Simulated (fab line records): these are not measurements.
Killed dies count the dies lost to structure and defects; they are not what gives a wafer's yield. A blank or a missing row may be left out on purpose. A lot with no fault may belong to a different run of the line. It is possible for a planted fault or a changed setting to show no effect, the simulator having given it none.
Comparing a struck lot with a sound one	flow n5_finfet	16 steps out of a route of 1938
Sound: wafers L188.1, L188.3, L188.5. The struck wafers were L195.4, L195.5. The cause is given at the end.
At each step with rows: each side's tool, then ch and its chambers, then its first start. Under that, the readings that differ: sound wafers	struck wafers	difference of the means	sigmas: that difference in standard deviations of wafers without a fault.
alike: readings whose means differ by less than 2 such deviations, and words and numbers that are the same on both sides. not compared: withheld readings, readings that some wafer has no value for, bounds like >300 that may hide the same value, and numbers for which the record gives no deviation and whose values overlap.
Wherever a step has rows on one side only, a row that says differs or no value, or a row with sigmas, the two part there. Numbers that have no deviation but don't overlap get no sigmas and don't part them. A reading missing from all wafers of one side parts the sides only when that side holds two or more wafers.

N5_HKMG_FIN_INSPECT_61: inspects for defects (macro).
  sound: defect_inspect-01 at day 5 21:31; struck: defect_inspect-01 at day 7 21:25
  alike: raw_defect_count
N5_HKMG_FIN_DESCUM_53: chemistry O2, time 7.9 s.
  sound on rie_diel-04 ch 0,1,2, day 5 21:47; struck on rie_diel-06 ch 2,3, day 7 21:28
reading	sound	struck	difference	sigmas
throttle_valve_pct (%)	20.30 20.34 20.44	21.03 20.63	+0.47	+2
  alike: chamber_pressure_mTorr, drypump_motor_current_A, oes_product_au, rf_vpp_V, showerhead_plenum_p_Torr
  not compared: rf_hours_counter_h
then, 3 steps without rows for these wafers: N5_HKMG_FIN_ETCH_54 (etches SiARC in CF4, target depth 45.5 nm, time 75.8 s); N5_HKMG_FIN_ETCH_55 (etches SOC in N2/H2, target depth 240 nm, time 300 s); N5_HKMG_FIN_STRIP_56 (strips in N2/H2).
N5_HKMG_FIN_STRIP_57: strips in CF4.
  sound on rie_diel-04 ch 0,1,2, day 5 22:04; struck on rie_diel-06 ch 2,3, day 7 21:44
reading	sound	struck	difference	sigmas
throttle_valve_pct (%)	13.55 13.46 13.53	14.17 13.76	+0.45	+2
  alike: chamber_pressure_mTorr, drypump_motor_current_A, oes_product_au, rf_vpp_V, showerhead_plenum_p_Torr
  not compared: rf_hours_counter_h
then, 1 step without rows for these wafers: N5_HKMG_FIN_ETCH_58 (etches SOC in N2/H2, target depth 215.8 nm, time 741 s).
N5_HKMG_FIN_STRIP_93: strips SOC in N2/H2, time 20 s.
  sound on rie_diel-04 ch 0,1,2, day 5 22:31; struck on rie_diel-06 ch 2,3, day 7 22:11
reading	sound	struck	difference	sigmas
throttle_valve_pct (%)	18.86 19.25 18.57	19.32 19.33	+0.43	+2
  alike: chamber_pressure_mTorr, drypump_motor_current_A, oes_product_au, rf_vpp_V, showerhead_plenum_p_Torr
  not compared: rf_hours_counter_h
then, 1 step without rows for these wafers: N5_HKMG_FIN_WET_ETCH_76 (etches Al2O3 in dNH4OH, stops on La2O3, target depth 2.25 nm, rinse time 30 s).
N5_HKMG_FIN_STRIP_60: strips in N2/H2, time 360 s.
  sound on plasma_asher-01 ch 0,1, day 5 22:40; struck on plasma_asher-01 ch 0, day 7 22:26
  alike: drypump_motor_current_A, heater_power_w
  not compared: rf_hours_counter_h
then, 2 steps without rows for these wafers: N5_HKMG_FIN_WET_ETCH_77 (etches La2O3 in dHCl, stops on HfO2, target depth 2 nm); N5_HKMG_FIN_WET_ETCH_78 (etches Al2O3 in dNH4OH, stops on La2O3, target depth 4.5 nm, rinse time 30 s).
N5_HKMG_FIN_ALD_79: deposits TiN, target thk 1.5 nm, pulse time 1 s, purge time 3 s.
  sound on ald_metal-01 ch 0,3, day 5 23:09; struck on ald_metal-03 ch 1,2, day 7 22:48
reading	sound	struck	difference	sigmas
ald_cycles	68 68 68	65 65	-3	
  alike: heater_power_w, precursor_pulse_height_rel
N5_HKMG_FIN_CVD_62: deposits a-Si from Si2H6, target thk 3 nm, time 20.8 s.
  sound on thermal_cvd_si-02 ch 0,2, day 5 23:31; struck on thermal_cvd_si-02 ch 0,1, day 7 23:13
  alike: heater_power_w
-- the record jumps here: 4 days lie between the struck wafers' starts before and after (it left off in module HKMG_FIN and takes up again in module BEOL_M4, whose first step shown is number 1111 of the route) --
N5_BEOL_M4_RC_MEAS_101:
  sound on prober-01 ch 0, day 9 17:38; struck on prober-02 ch 0, day 11 17:07
reading	sound	struck	difference	sigmas
ION_N (uA/um)	682 684 678	643 659	-30	-3
ION_P (uA/um)	469 473 467	450 452	-19	-3
  alike: DIBL_N, DIBL_P, IOFF_N, IOFF_P, SS_N, SS_P, VT_N, VT_P
-- the record jumps here: 4 days lie between the struck wafers' starts before and after (it left off in module BEOL_M4 and takes up again in module PASSIVATION, whose first step shown is number 1936 of the route) --
N5_PASSIVATION_PROBE_49:
  sound: prober-02 at day 13 16:24; struck: prober-02 at day 15 14:01
  alike: defect_limited_yield, killed_at_M0_to_M3, killed_at_M4_up, killed_at_contacts, killed_at_front_end, killed_at_other, killed_dies, killed_on_rim, killed_open, killed_short, sort_bin_5_function, sort_bin_6_memory, sort_bin_8_speed, sort_n_pass, sort_yield_pct

## WHERE THEY PART
Earliest at N5_HKMG_FIN_DESCUM_53; latest, in this record, at N5_BEOL_M4_RC_MEAS_101. Later steps at which nothing parts them and some readings are alike: N5_PASSIVATION_PROBE_49.

WHY: the cause the simulator had injected
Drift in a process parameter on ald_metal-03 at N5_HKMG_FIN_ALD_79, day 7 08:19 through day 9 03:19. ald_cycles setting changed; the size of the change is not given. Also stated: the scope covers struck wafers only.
